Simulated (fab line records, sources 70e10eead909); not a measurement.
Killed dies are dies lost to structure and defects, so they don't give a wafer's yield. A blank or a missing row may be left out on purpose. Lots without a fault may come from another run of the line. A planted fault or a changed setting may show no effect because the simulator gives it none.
fab line records | flow nand_harc
record lots=5 wafers=15 last_day=32
route steps=1302 shown THIN_TSV@1251 END@1301
lots that met no fault: from a run of the same line without faults
start_h: hours from the record's first day to the start of the lot's first wafer shown | wait_h: hours since the lot's step before | " the same as in the row above | L1.1+2: a row that stands for several wafers | - no value, or no start given | * or withheld: withheld | < > ~ a bound
route shown NAME@n: a module of which the file shows steps, and the number in the route of the first | usual: mean/standard deviation of fault-free wafers | same: alike in all rows | chamber/n: place in a boat | sites: the reading at each site | _std_site: their standard deviation | _edge_site: outer sites' mean less inner sites' | radius_mm: how far each site lies from the wafer's centre | mask NAME#n: copy n | behind: the tool/chamber that last shaped the wafer | hold: why the lot was held/for how many hours/how that ended | device: the transistor (n, p or np) that didn't switch | end of line: the same wafers' tests at the end of the route | a step without rows: its recipe alone | killed: dies lost to structure and defects at the first sort, not the wafer's yield | map: a wafer's dies, x killed, . not, _ none there
set.NAME: the setting as run; set.NAME@STEP: as run at that earlier step | model.NAME: the simulator's own value behind a step, which no gauge read
lots at some steps of the route; a table a step, a row a wafer
services: from which hour (start_h, from the record's first day; less than 0 if before it) a tool's chamber was out of use, for how many hours, and why
## steps
# step NHARC_THIN_TSV_DEHYDRATE_04
# recipe temp_c=150 time_s=120
# step NHARC_THIN_TSV_HMDS_05
# recipe time_s=30
# step NHARC_THIN_TSV_COAT_06
# recipe spin_rpm=*
# step NHARC_THIN_TSV_SOFTBAKE_07
# recipe temp_c=122 time_s=95
# step NHARC_THIN_TSV_EBR_08
# step NHARC_THIN_TSV_EXPOSE_09
# recipe na=0.55 dose_mj=30.7 mask_id=TSV
# step NHARC_THIN_TSV_PEB_10
# recipe peb_temp_c=118 peb_time_s=85
# step NHARC_THIN_TSV_DEVELOP_11
# recipe time_s=70
# step NHARC_THIN_TSV_CD_MEAS_12
# recipe target_cd_nm=1000 landing_energy_ev=500
# usual cd_nm=1000.4/2.4
# columns lot.wafer tool chamber start_h wait_h cd_nm
L798.3 cd_sem-02 0 546.97 - 1001.9
L798.4 " 0 " " 1001.3
L798.6 " 0 " " 1001.9
L799.1 cd_sem-03 0 564.49 - 1005.6
L799.3 " 0 " " 1003.7
L799.4 " 0 " " 1000.6
L804.1 cd_sem-02 0 614.16 - 1000.0
L804.5 " 0 " " 997.7
L804.6 " 0 " " 1002.5
L813.1 cd_sem-03 0 711.70 - 999.9
L813.3 " 0 " " 1004.0
L813.4 " 0 " " 1003.6
L820.4 cd_sem-02 0 756.85 - 1004.5
L820.5 " 0 " " 1001.6
L820.6 " 0 " " 1001.6
# step NHARC_THIN_TSV_HARDBAKE_13
# recipe temp_c=125 time_s=80
# step NHARC_THIN_TSV_DESCUM_14
# recipe time_s=3 o2_flow_sccm=200 ar_flow_sccm=0 bias_power_w=0 chemistry=O2
# step NHARC_THIN_TSV_ETCH_44
# recipe target_depth_a=15942 time_s=797.1 cf4_flow_sccm=150 o2_flow_sccm=10 ar_flow_sccm=0 rf_w=300 bias_w=800 chemistry=CF4/O2
# usual drypump_motor_current_A=5.7/0.31 o2_flow_sccm=10.002/0.028 oes_product_au=0.998/0.015 rf_fwd_power_W=299.6/0.93 rf_vpp_V=796/4.4 showerhead_plenum_p_Torr=1.85/0.07 throttle_valve_pct=16.914/0.0084
# columns lot.wafer tool chamber start_h wait_h drypump_motor_current_A o2_flow_sccm oes_product_au rf_fwd_power_W rf_hours_counter_h rf_vpp_V showerhead_plenum_p_Torr throttle_valve_pct
L798.4 rie_diel-03 2 547.26 0.1 6.2 9.956 1.011 299.1 5.3 794 1.83 16.912
L798.3 " 0 " " 5.4 9.994 1.014 300.3 5.7 800 1.91 16.913
L798.6 " 2 " " 6.2 10.004 0.997 299.4 - 794 1.83 16.910
L799.4 rie_diel-11 3 564.73 0.1 5.4 10.022 0.971 300.2 6.9 800 1.93 16.914
L799.3 " 0 " " 6.1 9.969 1.016 298.7 5.9 791 1.77 16.900
L799.1 " 2 " " 5.8 10.006 1.003 297.6 7.4 794 1.82 16.917
L804.1 rie_diel-01 0 614.57 0.2 5.2 9.963 1.029 301.6 1.2 793 1.80 16.918
L804.6 " 1 " " 5.8 10.028 0.983 298.1 - 801 1.94 16.926
L804.5 " 0 " " 5.2 9.988 1.022 300.8 - 794 1.80 16.917
L813.4 rie_diel-01 1 711.95 0.1 5.8 9.971 0.985 301.5 6.6 802 1.94 16.914
L813.3 " 2 " " 5.8 10.016 0.997 298.7 6.2 794 1.84 16.907
L813.1 " 3 " " 5.8 10.048 1.015 299.3 4.3 787 1.72 16.904
L820.4 rie_diel-11 3 757.20 0.2 5.4 10.056 1.015 299.9 7.6 801 1.93 16.901
L820.6 " 1 " " 6.0 9.982 0.985 301.3 - 793 1.80 16.922
L820.5 " 2 " " 5.8 9.963 0.993 300.2 - 791 1.82 16.916
# step NHARC_THIN_TSV_ETCH_15
# recipe target_depth_a=30000 bosch_target_overetch_cycles=2 bosch_etch_step_s=2.8 bosch_dep_step_s=1.2 bosch_cycles=14
# usual drypump_motor_current_A=5.8/0.44
# same bosch_dep_step_s=1.2
# columns lot.wafer tool chamber start_h wait_h drypump_motor_current_A rf_hours_counter_h
L798.3 rie_si-05 0 547.78 - 5.4 0.5
L798.4 " 2 " " 5.7 0.3
L798.6 " 0 " " 5.4 -
L799.3 rie_si-05 1 565.31 - 5.9 0.6
L799.1 " 2 " " 5.7 0.5
L799.4 " 3 " " 6.1 0.6
L804.1 rie_si-05 3 615.12 - 6.1 0.8
L804.6 " 2 " " 5.7 -
L804.5 " 3 " " 6.1 -
L813.3 rie_si-03 0 712.52 - 6.5 0.8
L813.4 " 1 " " 5.6 0.8
L813.1 " 3 " " 4.8 0.7
L820.4 rie_si-01 1 757.68 - 6.4 0.2
L820.5 " 3 " " 5.7 -
L820.6 " 0 " " 6.0 -
# step NHARC_THIN_TSV_CD_MEAS_16
# usual cd_nm=1000.5/2.5
# columns lot.wafer tool chamber start_h wait_h cd_nm
L798.3 cd_sem-02 - 547.94 0.2 1003.0
L798.4 " - " " 1001.2
L798.6 " - " " 1001.9
L799.1 cd_sem-01 - 565.45 0.1 1004.7
L799.3 " - " " 1005.5
L799.4 " - " " 999.7
L804.1 cd_sem-01 - 615.25 0.1 998.9
L804.5 " - " " 998.8
L804.6 " - " " 1000.8
L813.1 cd_sem-02 - 712.67 0.1 1000.3
L813.3 " - " " 1003.3
L813.4 " - " " 1003.2
L820.4 cd_sem-02 - 757.81 0.1 1005.6
L820.5 " - " " 1002.1
L820.6 " - " " 1002.5
# step NHARC_THIN_TSV_STRIP_45
# recipe power_w=1500 temp_c=250 chemistry=O2
# step NHARC_THIN_TSV_STRIP_46
# recipe time_s=1200 temp_c=72.5 chemistry=post_etch_residue_remover
# step NHARC_THIN_TSV_DEP_47
# recipe target_thk_a=2000 temp_c=withheld pressure_torr=6.5 rf_w=900 teos_flow_sccm=161.4 flow_sccm=2650 target_thk_nm=200 gas=O2 material=SiO2
# usual rf_fwd_power_W=898.5/2.8 showerhead_vpp_V=1757/100 throttle_valve_pct=15.9/0.45
# columns lot.wafer tool chamber start_h wait_h rf_fwd_power_W showerhead_vpp_V throttle_valve_pct
L798.3 pecvd-04 1 548.91 - 900.8 1767 16.6
L798.4 " 0 " " 901.3 1631 16.0
L798.6 " 1 " " 897.3 1767 16.8
L799.3 pecvd-02 2 566.39 - 902.3 1683 15.9
L799.1 " 0 " " 894.7 1782 16.4
L799.4 " 1 " " 901.7 1851 15.4
L804.1 pecvd-04 1 616.21 - 903.4 1763 16.8
L804.5 " 2 " " 895.2 1651 16.3
L804.6 " 1 " " 901.7 1780 16.8
L813.3 pecvd-03 0 713.59 - 899.5 1921 15.2
L813.1 " 1 " " 901.1 1806 15.4
L813.4 " 1 " " 901.7 1815 15.6
L820.4 pecvd-02 2 758.81 - 896.0 1639 15.6
L820.5 " 0 " " 901.7 1769 16.6
L820.6 " 1 " " 903.1 1919 15.9
# step NHARC_THIN_TSV_ETCHBACK_48
# recipe target_depth_a=10285 over_etch_frac=0.3 time_s=405.17 ion_energy_ev=250 c4f8_flow_sccm=withheld ar_flow_sccm=withheld rf_w=600 bias_w=300 chemistry=C4F8/Ar
# step NHARC_THIN_TSV_STRIP_62
# recipe power_w=1500 temp_c=250 time_s=20 chemistry=N2/H2
# step NHARC_THIN_TSV_DEGAS_49
# recipe temp_c=300 time_s=120
# usual heater_power_w=473/59
# columns lot.wafer tool chamber start_h wait_h heater_power_w
L798.3 pvd_sputter-03 - 549.82 0.1 443
L798.4 " - " " 503
L798.6 " - " " 454
L799.1 pvd_sputter-03 - 567.27 0.1 370
L799.3 " - " " 469
L799.4 " - " " 506
L804.1 pvd_sputter-01 - 617.08 0.2 465
L804.5 " - " " 522
L804.6 " - " " 442
L813.1 pvd_sputter-03 - 714.48 0.1 469
L813.3 " - " " 361
L813.4 " - " " 508
L820.4 pvd_sputter-02 - 759.63 0.1 624
L820.5 " - " " 421
L820.6 " - " " 434
# step NHARC_THIN_TSV_PRE_CLEAN_50
# recipe time_s=30 temp_c=280 gas=H2/He
# usual heater_power_w=413/49
# columns lot.wafer tool chamber start_h wait_h heater_power_w
L798.3 pvd_sputter-03 - - - 397
L798.4 " - " " 440
L798.6 " - " " 326
L799.3 pvd_sputter-03 - - - 444
L799.4 " - " " 402
L799.1 " - " " 318
L804.1 pvd_sputter-01 - - - 471
L804.5 " - " " 389
L804.6 " - " " 430
L813.3 pvd_sputter-03 - - - 327
L813.1 " - " " 428
L813.4 " - " " 430
L820.4 pvd_sputter-02 - - - 376
L820.6 " - " " 376
L820.5 " - " " 370
# step NHARC_THIN_TSV_PVD_19
# recipe target_thk_a=200 chamber_pressure_pa=5 material=TaN
# step NHARC_THIN_TSV_PVD_51
# recipe target_thk_a=1000 chamber_pressure_pa=5 material=Cu
# step NHARC_THIN_TSV_ECD_20
# recipe target_thk_a=20000 material=Cu
# step NHARC_THIN_TSV_ANNEAL_52
# recipe temp_c=225 time_s=90
# step NHARC_THIN_TSV_CMP_21
# recipe t_overpolish_s=30 target_thk_nm=2000
# usual motor_current_A=12.6/0.9 overpolish_run_s=30.000/0.0092
# columns lot.wafer tool chamber start_h wait_h motor_current_A overpolish_run_s
L798.3 cmp-01 2 551.39 - 12.3 30.011
L798.4 " 0 " " 13.5 29.998
L798.6 " 2 " " 12.3 30.004
L799.3 cmp-01 1 568.81 - 14.2 30.004
L799.4 " 3 " " 11.9 30.002
L799.1 " 0 " " 12.6 30.011
L804.1 cmp-01 0 618.64 - 12.6 29.995
L804.5 " 2 " " 12.7 30.003
L804.6 " 3 " " 11.5 29.989
L813.3 cmp-04 3 716.00 - 15.1 29.984
L813.1 " 0 " " 12.2 30.005
L813.4 " 2 " " 12.5 29.989
L820.4 cmp-04 3 761.19 - 15.8 30.014
L820.5 " 1 " " 11.3 30.008
L820.6 " 2 " " 12.9 29.998
# step NHARC_THIN_TSV_SRD_23
# step NHARC_THIN_TSV_DEGAS_53
# recipe temp_c=300 time_s=60
# step NHARC_THIN_TSV_PRE_CLEAN_54
# recipe time_s=30 temp_c=280 gas=H2/He
# step NHARC_THIN_TSV_PVD_55
# recipe target_thk_a=500 material=TiN
# step NHARC_THIN_TSV_PVD_24
# recipe target_thk_a=8000 power_w=withheld chamber_pressure_pa=withheld substrate_temp_c=withheld time_s=withheld gas=Ar material=Al
# step NHARC_THIN_TSV_DEHYDRATE_25
# recipe temp_c=150 time_s=120
# step NHARC_THIN_TSV_HMDS_26
# recipe time_s=30
# step NHARC_THIN_TSV_COAT_27
# recipe spin_rpm=*
# step NHARC_THIN_TSV_SOFTBAKE_28
# recipe temp_c=122 time_s=95
# step NHARC_THIN_TSV_EBR_29
# step NHARC_THIN_TSV_EXPOSE_30
# recipe na=0.55 dose_mj=11.47 mask_id=PAD
# step NHARC_THIN_TSV_PEB_31
# recipe peb_temp_c=118 peb_time_s=85
# step NHARC_THIN_TSV_DEVELOP_32
# recipe time_s=70
# step NHARC_THIN_TSV_CD_MEAS_33
# recipe target_cd_nm=5000 landing_energy_ev=500
# usual cd_nm=4999.1/2.1
# columns lot.wafer tool chamber start_h wait_h cd_nm
L798.3 cd_sem-01 0 552.84 - 4998.5
L798.4 " 0 " " 4998.3
L798.6 " 0 " " 4994.9
L799.1 cd_sem-03 0 570.29 - 4998.8
L799.3 " 0 " " 5000.3
L799.4 " 0 " " 4999.0
L804.1 cd_sem-02 0 620.06 - 4993.0
L804.5 " 0 " " 4998.2
L804.6 " 0 " " 5001.0
L813.1 cd_sem-02 0 717.59 - 5001.7
L813.3 " 0 " " 4998.7
L813.4 " 0 " " 4996.7
L820.4 cd_sem-01 0 762.61 - 4997.8
L820.5 " 0 " " 4995.9
L820.6 " 0 " " 4999.2
# step NHARC_THIN_TSV_HARDBAKE_34
# recipe temp_c=125 time_s=80
# step NHARC_END_WLT_00
# usual VT_DECK1_BOTTOM=0.873/0.0092 VT_DECK1_BOTTOM_INNER=0.873/0.0093 VT_DECK1_MEDIAN_NEAR_BOTTOM=0.874/0.0092 VT_DECK1_MEDIAN_NEAR_BOTTOM_INNER=0.873/0.0094 VT_DECK1_MIDDLE=0.886/0.0079 VT_DECK1_MIDDLE_INNER=0.885/0.0077 VT_DECK1_TOP=0.896/0.0071 VT_DECK1_TOP_INNER=0.896/0.0078 VT_DECK2_BOTTOM=0.870/0.0076 VT_DECK2_BOTTOM_INNER=0.870/0.0076 VT_DECK2_MEDIAN_NEAR_BOTTOM=0.872/0.0074 VT_DECK2_MEDIAN_NEAR_BOTTOM_INNER=0.871/0.0078 VT_DECK2_MIDDLE=0.883/0.0063 VT_DECK2_MIDDLE_INNER=0.883/0.0067 VT_DECK2_TOP=0.895/0.0062 VT_DECK2_TOP_INNER=0.894/0.0066
# columns lot.wafer tool chamber start_h wait_h hold VT_DECK1_BOTTOM VT_DECK1_BOTTOM_INNER VT_DECK1_MEDIAN_NEAR_BOTTOM VT_DECK1_MEDIAN_NEAR_BOTTOM_INNER VT_DECK1_MIDDLE VT_DECK1_MIDDLE_INNER VT_DECK1_TOP VT_DECK1_TOP_INNER VT_DECK2_BOTTOM VT_DECK2_BOTTOM_INNER VT_DECK2_MEDIAN_NEAR_BOTTOM VT_DECK2_MEDIAN_NEAR_BOTTOM_INNER VT_DECK2_MIDDLE VT_DECK2_MIDDLE_INNER VT_DECK2_TOP VT_DECK2_TOP_INNER
L798.3 prober-01 - 559.94 1.1 - 0.880 0.874 0.884 0.878 0.894 0.886 0.900 0.896 0.877 0.875 0.874 0.878 0.882 0.895 0.899 0.898
L798.4 " - " " - 0.884 0.874 0.878 0.888 0.888 0.896 0.902 0.909 0.871 0.871 0.870 0.878 0.887 0.879 0.896 0.890
L798.6 " - 561.47 2.6 - 0.875 0.879 0.881 0.878 0.889 0.886 0.898 0.895 0.869 0.872 0.873 0.876 0.893 0.889 0.902 0.898
L799.1 prober-01 - 575.38 0.0 - 0.848 0.864 0.860 0.854 0.876 0.880 0.887 0.894 0.858 0.866 0.866 0.861 0.875 0.886 0.894 0.887
L799.3 " - " " - 0.860 0.855 0.854 0.859 0.873 0.870 0.878 0.887 0.877 0.861 0.870 0.871 0.878 0.867 0.889 0.889
L799.4 " - " " - 0.853 0.861 0.863 0.855 0.866 0.880 0.886 0.899 0.863 0.860 0.864 0.879 0.869 0.873 0.889 0.894
L804.1 prober-01 - 629.20 2.8 await_dispo/2.3h/release 0.882 0.868 0.874 0.875 0.885 0.891 0.900 0.897 0.879 0.887 0.881 0.887 0.892 0.891 0.902 0.899
L804.5 " - 631.18 4.8 await_dispo/0.2h/release 0.865 0.871 0.874 0.866 0.885 0.886 0.897 0.905 0.873 0.867 0.870 0.871 0.883 0.881 0.900 0.901
L804.6 " - " " await_dispo/0.2h/release 0.869 0.874 0.870 0.871 0.884 0.887 0.895 0.893 0.874 0.887 0.874 0.879 0.885 0.886 0.890 0.900
L804.1 prober-01 - 634.02 4.3 await_dispo/0.2h/release 0.882 0.879 0.879 0.875 0.889 0.891 0.895 0.897 0.886 0.887 0.889 0.880 0.886 0.890 0.897 0.895
L804.5 " - 635.99 4.3 - 0.876 0.864 0.874 0.877 0.880 0.881 0.904 0.897 0.873 0.860 0.874 0.868 0.888 0.884 0.902 0.899
L804.6 " - " " - 0.870 0.875 0.880 0.870 0.895 0.883 0.909 0.899 0.871 0.876 0.873 0.880 0.876 0.886 0.901 0.900
L813.1 prober-01 - 723.61 0.0 - 0.883 0.884 0.878 0.885 0.888 0.898 0.902 0.901 0.878 0.873 0.880 0.878 0.890 0.888 0.901 0.903
L813.3 " - 724.61 1.0 - 0.871 0.875 0.880 0.871 0.893 0.883 0.901 0.904 0.873 0.874 0.875 0.865 0.889 0.881 0.906 0.894
L813.4 " - " " - 0.883 0.882 0.888 0.887 0.900 0.901 0.904 0.897 0.880 0.872 0.874 0.877 0.886 0.893 0.898 0.898
L820.4 prober-02 - 772.27 4.6 - 0.879 0.878 0.877 0.879 0.887 0.884 0.890 0.895 0.879 0.880 0.874 0.877 0.883 0.878 0.899 0.902
L820.5 " - " " - 0.870 0.872 0.870 0.873 0.883 0.883 0.903 0.894 0.873 0.868 0.869 0.875 0.878 0.888 0.900 0.901
L820.6 " - " " - 0.879 0.889 0.889 0.876 0.896 0.894 0.888 0.896 0.881 0.878 0.880 0.881 0.888 0.892 0.899 0.889
# step NHARC_END_SORT_01
# recipe temp_c=25
# usual defect_limited_yield=92.7/2.6 killed_at_array=45/18 killed_at_other=0.9/1.3 killed_at_periphery=3.7/2.2 killed_dies=50/18 killed_open=3.2/1.9 killed_short=2.4/1.6 sort_bin_2_pct=2.5/1.1 sort_bin_3_pct=0.6/0.36 sort_bin_4_pct=4.3/1.5 sort_n_pass=627/18 sort_rim_yield_pct=92/4.3 sort_yield_pct=92.7/2.6
# same gross_dies=677 sort_bin_5_pct[%]=0 sort_bin_6_pct[%]=0 sort_bin_7_pct[%]=0 sort_bin_8_pct[%]=0 sort_rim_n_gross=106.00
# columns lot.wafer tool chamber start_h wait_h hold defect_limited_yield[%] killed_at_array killed_at_other killed_at_periphery killed_dies killed_open killed_short sort_bin_2_pct[%] sort_bin_3_pct[%] sort_bin_4_pct[%] sort_n_pass sort_rim_yield_pct[%] sort_yield_pct[%]
L798.3 prober-01 0 563.59 3.1 - 92.9 47 0 1 48 1 3 2.5 0.7 3.8 629 98 92.9
L798.4 prober-01 0 564.40 3.4 - 94.7 30 1 5 36 0 3 2.1 0.4 2.8 641 89 94.7
L798.6 prober-01 0 566.02 4.0 - 92.0 50 0 4 54 3 5 2.7 0.7 4.6 623 93 92.0
L799.1 prober-01 0 578.37 2.5 - 95.7 26 0 3 29 2 6 1.6 0.4 2.2 648 92 95.7
L799.3 prober-01 0 579.97 3.1 - 93.5 41 1 2 44 4 4 1.6 0.3 4.6 633 90 93.5
L799.4 prober-01 0 580.77 3.4 - 91.7 55 0 1 56 8 6 3.1 0.3 4.9 621 93 91.7
L804.1 prober-02 0 638.53 4.0 await_dispo/4.2h/release 83.0 53 60 2 115 4 1 7.4 3.7 5.9 562 78 83.0
L804.5 prober-02 0 641.74 5.3 await_dispo/4.2h/release 82.7 53 64 0 117 1 1 6.6 5.8 4.9 560 71 82.7
L804.6 prober-02 0 642.54 5.6 await_dispo/4.2h/release 86.0 93 0 2 95 2 2 5.3 0.9 7.8 582 92 86.0
L813.1 prober-01 0 726.60 2.5 - 94.1 39 1 0 40 3 2 2.1 0.7 3.1 637 91 94.1
L813.3 prober-01 0 728.21 3.1 - 91.3 57 0 2 59 6 4 1.9 1.2 5.6 618 86 91.3
L813.4 prober-01 0 729.01 3.4 - 92.2 51 0 2 53 2 4 2.1 0.4 5.3 624 95 92.2
L820.4 prober-02 0 776.21 3.4 - 88.0 75 1 5 81 5 1 4.1 0.7 7.1 596 90 88.0
L820.5 prober-02 0 777.03 3.8 - 88.6 74 1 2 77 3 1 3.7 0.4 7.2 600 92 88.6
L820.6 prober-02 0 777.85 4.1 - 93.1 45 2 0 47 3 0 2.4 0.4 4.1 630 87 93.1
# killed by level:class
L798.3 A_CHANNEL_HOLE_D2:chamber_film_flake=32 A_CONTACT:chamber_film_flake=3 A_CHANNEL_HOLE_D1:chamber_film_flake=2 A_CHANNEL_FILL_D1:chamber_film_flake=2 A_STAIRCASE:chamber_film_flake=2 A_WL_FILL:chamber_film_flake=2 A_ONON_D1:geometric_particle:short=1 A_CHANNEL_FILL_D1:geometric_particle:short=1
L798.4 A_CHANNEL_HOLE_D2:chamber_film_flake=12 A_WL_FILL:chamber_film_flake=9 A_CHANNEL_FILL_D1:chamber_film_flake=3 P_M1:chamber_film_flake=2 A_STAIRCASE:chamber_film_flake=2 P_GATE:geometric_particle:short=1 A_DECK1_JOINT:geometric_particle:short=1 A_ONON_D2:geometric_particle:short=1
L798.6 A_CHANNEL_HOLE_D2:chamber_film_flake=34 P_STI:geometric_particle:short=2 A_CHANNEL_FILL_D1:geometric_particle:short=2 A_CHANNEL_HOLE_D1:chamber_film_flake=2 A_CHANNEL_FILL_D1:chamber_film_flake=2 A_STAIRCASE:chamber_film_flake=2 A_WL_FILL:chamber_film_flake=2 A_CONTACT:chamber_film_flake=2
L799.1 A_SLIT:chamber_film_flake=12 A_CHANNEL_FILL_D1:geometric_particle:short=3 A_DECK1_JOINT:chamber_film_flake=2 A_CHANNEL_HOLE_D2:chamber_film_flake=2 A_WL_FILL:chamber_film_flake=2 P_GATE:geometric_particle:open=1 A_ONON_D1:geometric_particle:short=1 A_ONON_D1:geometric_particle:open=1
L799.3 A_SLIT:chamber_film_flake=16 A_CHANNEL_HOLE_D2:chamber_film_flake=9 A_CONTACT:chamber_film_flake=6 A_CHANNEL_FILL_D2:geometric_particle:open=2 A_CHANNEL_FILL_D2:chamber_film_flake=2 P_STI:geometric_particle:short=1 P_M1:geometric_particle:short=1 A_ONON_D2:geometric_particle:open=1
L799.4 A_SLIT:chamber_film_flake=29 A_CHANNEL_HOLE_D2:chamber_film_flake=7 A_CONTACT:chamber_film_flake=5 A_M0:geometric_particle:open=4 A_SOURCE_PLATE:geometric_particle:short=2 A_SOURCE_PLATE:geometric_particle:open=2 A_M0:geometric_particle:short=2 P_M1:geometric_particle:open=1
L804.1 THIN_TSV:unspecified=60 A_SLIT:chamber_film_flake=18 A_CHANNEL_HOLE_D2:chamber_film_flake=16 A_CHANNEL_HOLE_D1:chamber_film_flake=10 A_CHANNEL_FILL_D2:chamber_film_flake=2 A_STAIRCASE:chamber_film_flake=2 P_GATE:geometric_particle:short=1 P_CONTACT:geometric_particle:open=1
L804.5 THIN_TSV:unspecified=64 A_CHANNEL_HOLE_D2:chamber_film_flake=20 A_CHANNEL_HOLE_D1:chamber_film_flake=13 A_SLIT:chamber_film_flake=13 A_WL_FILL:chamber_film_flake=3 A_WL_FILL:geometric_particle:short=1 A_WL_FILL:geometric_particle:open=1 A_STAIRCASE:chamber_film_flake=1
L804.6 A_CHANNEL_HOLE_D2:chamber_film_flake=35 A_SLIT:chamber_film_flake=26 A_CHANNEL_HOLE_D1:chamber_film_flake=19 A_STAIRCASE:chamber_film_flake=5 A_CHANNEL_FILL_D1:chamber_film_flake=2 A_CHANNEL_FILL_D2:chamber_film_flake=2 P_CONTACT:geometric_particle:open=1 A_SOURCE_PLATE:geometric_particle:short=1
L813.1 A_SLIT:chamber_film_flake=19 A_STAIRCASE:chamber_film_flake=6 A_CHANNEL_HOLE_D1:chamber_film_flake=4 A_DECK1_JOINT:geometric_particle:open=3 A_CONTACT:chamber_film_flake=2 A_CHANNEL_FILL_D1:geometric_particle:short=1 A_ONON_D2:geometric_particle:short=1 A_ZERO_WELL:chamber_film_flake=1
L813.3 A_SLIT:chamber_film_flake=22 A_CHANNEL_HOLE_D1:chamber_film_flake=10 A_CONTACT:chamber_film_flake=8 A_STAIRCASE:chamber_film_flake=5 A_CHANNEL_FILL_D1:geometric_particle:open=3 A_M0:geometric_particle:open=2 P_GATE:chamber_film_flake=2 A_DECK1_JOINT:geometric_particle:short=1
L813.4 A_SLIT:chamber_film_flake=27 A_CHANNEL_HOLE_D1:chamber_film_flake=9 A_STAIRCASE:chamber_film_flake=6 A_CONTACT:chamber_film_flake=3 P_CONTACT:geometric_particle:open=1 P_CONTACT:geometric_particle:short=1 A_CHANNEL_FILL_D1:geometric_particle:short=1 A_DECK1_JOINT:geometric_particle:open=1
L820.4 A_SLIT:chamber_film_flake=32 A_CHANNEL_HOLE_D2:chamber_film_flake=16 A_CHANNEL_HOLE_D1:chamber_film_flake=10 A_CONTACT:chamber_film_flake=10 P_STI:chamber_film_flake=2 A_STAIRCASE:chamber_film_flake=2 P_CONTACT:geometric_particle:short=1 A_CHANNEL_FILL_D1:geometric_particle:open=1
L820.5 A_SLIT:chamber_film_flake=25 A_CHANNEL_HOLE_D2:chamber_film_flake=24 A_CHANNEL_HOLE_D1:chamber_film_flake=11 A_CONTACT:chamber_film_flake=9 P_STI:geometric_particle:open=1 A_CHANNEL_HOLE_D1:geometric_particle:open=1 A_ONON_D2:geometric_particle:open=1 A_ONON_D2:geometric_particle:short=1
L820.6 A_SLIT:chamber_film_flake=13 A_CHANNEL_HOLE_D2:chamber_film_flake=12 A_CHANNEL_HOLE_D1:chamber_film_flake=10 A_CONTACT:chamber_film_flake=6 A_SGD_CUT:geometric_particle:open=1 A_CONTACT:geometric_particle:open=1 STARTING-WAFER:geometric_particle:open=1 A_CHANNEL_FILL_D1:chamber_film_flake=1
# map L804.5 (x killed, . not)
____________.____________
_________...x.xx_________
_______.....xx.xxx_______
______........xx.x.______
_____.........x....._____
____............x....____
____.................____
___........x..........___
___...................___
__....................x__
__xx...................__
_..xx..................._
_.xx.......x............_
_xxxxxxx.............x.._
_xxxxxxx................_
_xxxxxxx................_
xxxxxxx..............x...
xxxxxxx..................
xxxxxxx.................x
xxxxxxx..................
xxxxxx...................
_xxxxx.................._
_xxxxx.................._
_xx.xx.................._
_..xx..............x.x.._
_...............x....xxx_
__..................x..__
__..................x.x__
___................x.x___
___x...........x...x.x___
____...............x.____
____.x............x.x____
_____.............xx_____
______.............______
_______..........._______
_________......._________
____________.____________
# map L799.4 (x killed, . not)
____________x____________
_________......._________
_______........xxx_______
______.........x...______
_____........x......_____
____.............x...____
____..........x.x....____
___.....xx..........x.___
___.....x...........x.___
__.....xxxx.x..........__
__...x.xxxx........x.xx__
_.....x.x.xx............_
_.......xxxx.......x...._
_.......x.x............._
_........xx............._
_........x.......x......_
......x....x........x....
......x..x...........x...
...............x.........
.........................
.x..........x.x..........
_.........x............._
_......................._
_x......................_
_......................._
_......................._
__.....................__
__.....................__
___.x.................___
___...................___
____.................____
____.................____
_____..............._____
______............x______
_______..........._______
_________......._________
____________.____________
## services
# columns tool chamber start_h hours kind
pvd_sputter-03 - 526.00 10.0 pm
cmp-01 - 537.94 1.0 repair
rie_diel-01 - 557.80 9.0 pm
pvd_sputter-02 - 558.27 5.3 repair
pvd_sputter-01 - 561.65 1.5 repair
rie_diel-01 - 570.54 0.2 repair
cmp-01 - 577.60 4.0 pm
pvd_sputter-01 - 582.00 10.0 pm
pecvd-02 - 589.13 13.0 pm
pvd_sputter-02 - 596.48 1.2 repair
cmp-04 - 598.88 2.4 repair
rie_si-05 3 601.10 5.2 repair
cmp-04 - 601.29 4.0 pm
rie_diel-01 3 609.18 16.8 repair
pvd_sputter-01 - 622.57 2.0 repair
pvd_sputter-03 - 637.30 2.8 repair
pvd_sputter-03 - 642.05 1.0 repair
rie_si-05 - 659.00 9.0 pm
cmp-01 - 675.60 4.0 pm
cmp-01 - 693.64 2.1 repair
cmp-01 - 700.54 2.5 repair
pvd_sputter-03 - 704.00 10.0 pm
cmp-01 - 758.94 4.0 repair
rie_si-05 3 760.74 1.2 repair
## key
first_sign step=NHARC_END_SORT_01 reading=killed_at_other direction=up sigmas=48 usual=0.9 struck=62
effect step=NHARC_END_SORT_01 reading=hold direction=added
more_kills_born_at NHARC_THIN_TSV_ETCH_15@rie_si-05=124
met_at NHARC_THIN_TSV_ETCH_15
struck_wafers L804.1,L804.5
onset_between 565.31 615.12
fault kind=chamber_particle_source tool=rie_si-05 chamber=3 onset_h=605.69 steps=NHARC_THIN_TSV_ETCH_15 rate_per_visit_cm2=1.2646 end_h=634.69
